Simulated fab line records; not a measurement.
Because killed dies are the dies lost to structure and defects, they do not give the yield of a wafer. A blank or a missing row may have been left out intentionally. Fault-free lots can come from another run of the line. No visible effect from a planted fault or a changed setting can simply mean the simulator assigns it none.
A lot that was struck, set against a sound lot + flow n5_finfet + 33 out of 1938 route steps
Sound: wafers L951.1, L951.3, L951.5. Struck: wafers L960.3, L960.6 (left out: L960.1, a lot-mate that was not struck); the cause follows at the end.
Each step with rows lists, per side, the tool, then ch with its chambers, then its first start. Under that, the readings that differ: sound wafers + struck wafers + difference of the means + sigmas: that difference in standard deviations of wafers without a fault.
alike: words and numbers the same on both sides, and readings whose means are apart by under 2 such deviations; not compared: readings that were withheld, readings missing a value for some wafer, numbers with overlapping values and no deviation given by the record, and bounds like >300 which may hide the same value.
A row with sigmas, a row that says differs or no value, or rows on one side alone: a step with any of these is where the two part. Numbers that don't overlap but have no deviation are shown without sigmas and don't part them. A reading missing from all wafers of one side parts the sides only when that side holds two or more wafers.

N5_WELL_APT_INSPECT_27: inspects for defects (macro).
  sound on defect_inspect-02, day 2 09:01; struck on defect_inspect-01, day 4 14:58
  alike: raw_defect_count
N5_WELL_APT_DESCUM_30: chemistry O2, time 7.9 s.
  sound on rie_diel-03 ch 0,2,3, day 2 09:06; struck on rie_diel-03 ch 3, day 4 15:10
  alike: drypump_motor_current_A, o2_flow_sccm, oes_product_au, rf_fwd_power_W, rf_vpp_V, showerhead_plenum_p_Torr, throttle_valve_pct
  not compared: rf_hours_counter_h
then, 9 steps without rows for these wafers: N5_WELL_APT_IMPLANT_31; N5_WELL_APT_IMPLANT_32; N5_WELL_APT_STRIP_33 (strips in SPM, time 900 s); N5_WELL_APT_RTA_34 (time 10 s); N5_WELL_APT_OXIDE_STRIP_42 (strips SiO2 in dHF, time 45 s, target depth 12 nm); N5_WELL_APT_PRECLEAN_36 (cleans in O3/DIW, time 45 s); N5_WELL_APT_PRECLEAN_39 (cleans in dHF, time 60 s); N5_WELL_APT_SRD_37 (time 30 s); N5_WELL_APT_EPI_41 (deposits Si from SiH4/H2, target thk 50 nm, time 297.7 s).
N5_WELL_APT_INSPECT_38: inspects for defects (darkfield).
  sound on defect_inspect-02, day 2 11:14; struck on defect_inspect-02, day 4 17:24
  alike: raw_defect_count
N5_PMOS_HMC_CHANNEL_EPI_HM_DEP_34: deposits SiO2 from TEOS/O2, target thk 36 nm, time 6.9 s.
  sound on pecvd-04 ch 0,1, day 2 11:17; struck on pecvd-03 ch 0, day 4 17:26
| reading                                                  | sound            | struck     | difference                    | sigmas |
|----------------------------------------------------------|------------------|------------|-------------------------------|--------|
| rf_fwd_power_W (W)                                       | 887 889 883      | - -        | no value on the struck wafers |        |
| model.SiO2_of_PMOS_HMC_CHANNEL_EPI_HM_DEP_34.thk_nm (nm) | 35.51 35.47 35.7 | 33.78 34.6 | -1.37                         |        |
  alike: heater_power_w, showerhead_plenum_p_Torr, throttle_valve_pct
then, 7 steps without rows for these wafers: N5_PMOS_HMC_CHANNEL_EPI_COAT_31 (time 60 s, resist thk 66 nm); N5_PMOS_HMC_CHANNEL_EPI_COAT_03 (resist thk 205 nm); N5_PMOS_HMC_CHANNEL_EPI_EBR_05; N5_PMOS_HMC_CHANNEL_EPI_SOFTBAKE_04 (time 60 s); N5_PMOS_HMC_CHANNEL_EPI_EXPOSE_06 (exposes mask PMOS HMC BLK, target cd 240 nm); N5_PMOS_HMC_CHANNEL_EPI_PEB_07 (peb time 60 s); N5_PMOS_HMC_CHANNEL_EPI_DEVELOP_08 (develop time 30 s).
N5_PMOS_HMC_CHANNEL_EPI_CD_MEAS_09 targets a cd of 237.4 nm.
  sound on cd_sem-03 ch 0, day 2 11:41; struck on cd_sem-03 ch 0, day 4 17:43
  alike: cd_nm
N5_PMOS_HMC_CHANNEL_EPI_OVL_MEAS_10:
  sound on overlay-02 ch 0, day 2 11:43; struck on overlay-01 ch 0, day 4 17:44
  alike: PMOS_HMC_BLK_OVL
N5_PMOS_HMC_CHANNEL_EPI_INSPECT_11: inspects for defects (macro).
  sound on defect_inspect-01, day 2 11:44; struck on defect_inspect-01, day 4 17:46
  alike: raw_defect_count
N5_PMOS_HMC_CHANNEL_EPI_DESCUM_14: chemistry O2, time 7.9 s.
  sound on rie_diel-02 ch 1,2, day 2 11:46; struck on rie_diel-02 ch 1, day 4 17:48
  alike: drypump_motor_current_A, o2_flow_sccm, oes_product_au, rf_fwd_power_W, rf_vpp_V, showerhead_plenum_p_Torr, throttle_valve_pct
  not compared: rf_hours_counter_h
then, 2 steps without rows for these wafers: N5_PMOS_HMC_CHANNEL_EPI_ETCH_32 (etches BARC in N2/H2, stops on SiO2, target depth 85.8 nm, time 50.3 s); N5_PMOS_HMC_CHANNEL_EPI_HM_OPEN_15 (chemistry CHF3/O2, target SiO2, target depth 40.6 nm, time 20.3 s).
N5_PMOS_HMC_CHANNEL_EPI_STRIP_33: strips in N2/H2.
  sound on rie_diel-02 ch 1,2, day 2 11:54; struck on rie_diel-02 ch 1, day 4 17:56
  alike: drypump_motor_current_A, oes_product_au, rf_vpp_V, showerhead_plenum_p_Torr, throttle_valve_pct
  not compared: rf_hours_counter_h
then, 1 step without rows for these wafers: N5_PMOS_HMC_CHANNEL_EPI_STRIP_17 (strips in SPM, time 750 s).
N5_PMOS_HMC_CHANNEL_EPI_ETCH_38: etches SiO2 in CF4, target depth 1.5 nm.
  sound on rie_si-03 ch 1,2, day 2 12:14; struck on rie_si-06 ch 1,2, day 4 18:14
  alike: drypump_motor_current_A, oes_product_au, rf_fwd_power_W, throttle_valve_pct
  not compared: rf_hours_counter_h
N5_PMOS_HMC_CHANNEL_EPI_FIN_RECESS_16: chemistry HBr/Cl2, target Si, target depth 54 nm, time 18 s.
  sound on rie_si-03 ch 1,2, day 2 12:15; struck on rie_si-06 ch 1,2, day 4 18:16
  alike: drypump_motor_current_A, oes_product_au, rf_fwd_power_W, throttle_valve_pct
  not compared: rf_hours_counter_h
then, 1 step without rows for these wafers: N5_PMOS_HMC_CHANNEL_EPI_PRECLEAN_36 (cleans in O3/DIW, time 45 s).
N5_PMOS_HMC_CHANNEL_EPI_PRECLEAN_18: cleans in DHF, time 30 s.
  sound on wet_bench-06 ch 0,3,6, day 2 12:22; struck on wet_bench-05 ch 1,4, day 4 18:22
| reading                                                  | sound             | struck      | difference | sigmas |
|----------------------------------------------------------|-------------------|-------------|------------|--------|
| model.SiO2_of_PMOS_HMC_CHANNEL_EPI_HM_DEP_34.thk_nm (nm) | 24.32 24.17 24.47 | 22.68 23.49 | -1.23      |        |
then, 1 step without rows for these wafers: N5_PMOS_HMC_CHANNEL_EPI_SRD_19 (time 30 s).

== WHERE THEY PART ==
Within this record, at N5_PMOS_HMC_CHANNEL_EPI_HM_DEP_34 only. Later steps at which nothing parts them and some readings are alike: N5_PMOS_HMC_CHANNEL_EPI_CD_MEAS_09, N5_PMOS_HMC_CHANNEL_EPI_OVL_MEAS_10, N5_PMOS_HMC_CHANNEL_EPI_INSPECT_11, N5_PMOS_HMC_CHANNEL_EPI_DESCUM_14, N5_PMOS_HMC_CHANNEL_EPI_STRIP_33, N5_PMOS_HMC_CHANNEL_EPI_ETCH_38, N5_PMOS_HMC_CHANNEL_EPI_FIN_RECESS_16.

WHY: what the simulator had put in
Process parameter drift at N5_PMOS_HMC_CHANNEL_EPI_HM_DEP_34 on pecvd-03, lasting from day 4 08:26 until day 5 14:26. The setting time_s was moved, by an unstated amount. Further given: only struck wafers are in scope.
